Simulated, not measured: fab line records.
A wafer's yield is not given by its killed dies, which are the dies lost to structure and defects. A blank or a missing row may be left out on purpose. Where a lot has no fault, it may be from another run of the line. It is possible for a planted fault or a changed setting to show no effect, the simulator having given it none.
Which of the tools did it? + flow nand-harc + 14 lots, 41 wafers sampled, at 5 steps of a route of 1302

WHAT EACH GAUGE READ, for each wafer
NHARC_A_ONON_D2_THK_MEAS_05: measures by ellipsometry.
| lot  | measured     | on            | thk-nm (nm)    |
|------|--------------|---------------|----------------|
| L888 | day 12 19:14 | film-metro-02 | 994 993 995    |
| L890 | day 13 05:40 | film-metro-02 | 992 992 993    |
| L891 | day 13 08:19 | film-metro-01 | 998 998 997    |
| L892 | day 13 20:46 | film-metro-01 | 997 996 998    |
| L893 | day 14 07:54 | film-metro-01 | 1001 1002 1003 |
| L894 | day 14 17:50 | film-metro-02 | 1025 1026 1027 |
| L895 | day 15 05:52 | film-metro-01 | 994 995 996    |
| L896 | day 15 13:02 | film-metro-02 | 1003 1001 1004 |
| L897 | day 15 19:55 | film-metro-02 | 986 986 988    |
| L901 | day 17 20:09 | film-metro-01 | 1861 1864      |
| L902 | day 18 15:43 | film-metro-02 | 1008 1881 1879 |
| L908 | day 21 01:13 | film-metro-01 | 1004 1005 1006 |
| L910 | day 21 20:39 | film-metro-01 | 997 997 995    |
| L911 | day 22 14:07 | film-metro-02 | 984 986 983    |

NHARC_END_SORT_01.
| lot  | measured     | on        | killed-at-array | killed-at-other | killed-at-periphery | killed-dies | killed-open | killed-short |
|------|--------------|-----------|-----------------|-----------------|---------------------|-------------|-------------|--------------|
| L893 | day 26 13:55 | prober-02 | 56 64 76        | 1 0 0           | 1 1 0               | 58 65 76    | 4 4 0       | 3 6 5        |
| L901 | day 31 04:56 | prober-01 | 671 673         | 0 1             | 6 3                 | 677 677     | 2 4         | 0 4          |
| L902 | day 31 12:00 | prober-01 | 54 674 675      | 0 1 0           | 4 2 2               | 58 677 677  | 2 0 4       | 1 1 3        |
| L908 | day 34 12:37 | prober-01 | 45 31 40        | 0 0 0           | 5 2 9               | 50 33 49    | 4 3 7       | 2 1 2        |
| L910 | day 34 13:17 | prober-02 | 26 40 45        | 2 1 1           | 0 3 2               | 28 44 48    | 4 1 1       | 4 4 1        |
| L911 | day 34 04:44 | prober-02 | 44 54 56        | 2 1 3           | 2 2 2               | 48 57 61    | 4 3 3       | 1 1 5        |

WHAT TOOL EACH LOT RAN ON (gives the tool, then ch and the chambers of the sampled wafers, and finally the start)
| lot  | NHARC_A_DECK1_JOINT_CMP_13    | NHARC_A_DECK1_JOINT_CMP_02    | NHARC_A_ONON_D2_DEP_03           |
|------|-------------------------------|-------------------------------|----------------------------------|
| L888 | cmp-02 ch 0,1, day 11 13:29   | cmp-01 ch 0,2,3, day 12 17:24 | pecvd-onon-02 ch 0, day 12 18:47 |
| L890 | cmp-02 ch 0,2,3, day 12 05:46 | cmp-02 ch 0,2,3, day 13 03:49 | pecvd-onon-03 ch 0, day 13 05:13 |
| L891 | cmp-01 ch 0,2,3, day 12 10:24 | cmp-01 ch 0,2,3, day 13 06:27 | pecvd-onon-03 ch 0, day 13 07:58 |
| L892 | cmp-02 ch 0,2,3, day 12 20:35 | cmp-02 ch 1,2,3, day 13 18:55 | pecvd-onon-02 ch 0, day 13 20:15 |
| L893 | cmp-04 ch 0,1,3, day 13 07:49 | cmp-02 ch 0,1,2, day 14 06:05 | pecvd-onon-03 ch 0, day 14 07:23 |
| L894 | cmp-04 ch 0,1, day 13 16:42   | cmp-02 ch 0,1,2, day 14 16:02 | pecvd-onon-01 ch 0, day 14 17:23 |
| L895 | cmp-01 ch 1,3, day 14 07:02   | cmp-02 ch 1,2,3, day 15 04:02 | pecvd-onon-02 ch 0, day 15 05:23 |
| L896 | cmp-02 ch 2,3, day 14 13:40   | cmp-02 ch 0,3, day 15 11:10   | pecvd-onon-03 ch 0, day 15 12:31 |
| L897 | cmp-01 ch 0,1,3, day 14 20:51 | cmp-04 ch 0,1, day 15 18:05   | pecvd-onon-01 ch 0, day 15 19:28 |
| L901 | cmp-01 ch 1, day 16 18:55     | cmp-02 ch 0, day 17 18:20     | pecvd-onon-02 ch 0, day 17 19:49 |
| L902 | cmp-01 ch 1,3, day 17 14:44   | cmp-02 ch 0,1,2, day 18 13:55 | pecvd-onon-02 ch 0, day 18 15:19 |
| L908 | cmp-01 ch 0,1,3, day 19 23:25 | cmp-02 ch 0,1,3, day 20 23:20 | pecvd-onon-03 ch 0, day 21 00:42 |
| L910 | cmp-01 ch 0,2,3, day 20 17:09 | cmp-02 ch 0,1,2, day 21 18:50 | pecvd-onon-02 ch 0, day 21 20:12 |
| L911 | cmp-02 ch 0,1, day 21 03:08   | cmp-02 ch 1,2, day 22 12:17   | pecvd-onon-02 ch 0, day 22 13:37 |
- NHARC_A_DECK1_JOINT_CMP_13: polishes, target thk 51.023 nm.
- NHARC_A_DECK1_JOINT_CMP_02: polishes SiOx.
- NHARC_A_ONON_D2_DEP_03: target thk 1000 nm.

WHAT THE TOOLS THEMSELVES READ (means of the sampled wafers that have a number; where no wafer has one, the mark that the record gives instead)
NHARC_A_DECK1_JOINT_CMP_13.
| lot  | tool   | motor-current-A (A) | time-to-endpoint-s (s) |
|------|--------|---------------------|------------------------|
| L888 | cmp-02 | 11.8                | 6.9                    |
| L890 | cmp-02 | 12.4                | 7.8                    |
| L891 | cmp-01 | 11.0                | 11.9                   |
| L892 | cmp-02 | 12.5                | 5.1                    |
| L893 | cmp-04 | 12.6                | 11.1                   |
| L894 | cmp-04 | 12.4                | 9.2                    |
| L895 | cmp-01 | 11.2                | 8.1                    |
| L896 | cmp-02 | 13.1                | 6.7                    |
| L897 | cmp-01 | 11.6                | 7.5                    |
| L901 | cmp-01 | 9.6                 | 9.3                    |
| L902 | cmp-01 | 11.7                | 8.0                    |
| L908 | cmp-01 | 11.4                | 9.8                    |
| L910 | cmp-01 | 10.8                | 7.2                    |
| L911 | cmp-02 | 11.5                | 9.8                    |

NHARC_A_DECK1_JOINT_CMP_02.
| lot  | tool   | motor-current-A (A) |
|------|--------|---------------------|
| L888 | cmp-01 | 11.1                |
| L890 | cmp-02 | 12.9                |
| L891 | cmp-01 | 10.5                |
| L892 | cmp-02 | 11.9                |
| L893 | cmp-02 | 12.7                |
| L894 | cmp-02 | 12.5                |
| L895 | cmp-02 | 12.1                |
| L896 | cmp-02 | 11.6                |
| L897 | cmp-04 | 12.9                |
| L901 | cmp-02 | 12.3                |
| L902 | cmp-02 | 12.8                |
| L908 | cmp-02 | 11.2                |
| L910 | cmp-02 | 12.5                |
| L911 | cmp-02 | 13.1                |

THE ANSWER, worked out from the rows above alone
Rule: the lots themselves supply what counts as usual. The widest of any qualifying gaps counts: lots, ordered by their means at a reading, are off when they make up no more than a third of the lots, leave a main group of 4 or more, and stand apart from it by 3 or more times the standard deviation of that group's means. A main group is skipped when, at the precision printed for the reading in the tables above, its means are all equal. Also off: a lot with no number at a reading for which 4 or more lots have one. Any other lot the step has rows for is counted as sound. After the gauges, taken in route order, come the tools' own readings; for these a lot's mean is taken, as printed above. The first step at which some lot is off is used, and at that step the reading that is off furthest; a lot without a number counts as furthest.
Off: L901, L902, at NHARC_A_ONON_D2_THK_MEAS_05 (thk-nm). The main group: mean 998 nm, standard deviation 10.
If a tool, at a process step before that reading, ran all the lots that are off and no sound lot after the first of them, it fits. The gauges at NHARC_A_ONON_D2_THK_MEAS_05 aren't tried: what is off there is off at NHARC_END_SORT_01 too, on other tools, and a gauge's error can't cause that. No candidate that was tried fits.

WHAT HAD BEEN PUT IN BY THE SIMULATOR
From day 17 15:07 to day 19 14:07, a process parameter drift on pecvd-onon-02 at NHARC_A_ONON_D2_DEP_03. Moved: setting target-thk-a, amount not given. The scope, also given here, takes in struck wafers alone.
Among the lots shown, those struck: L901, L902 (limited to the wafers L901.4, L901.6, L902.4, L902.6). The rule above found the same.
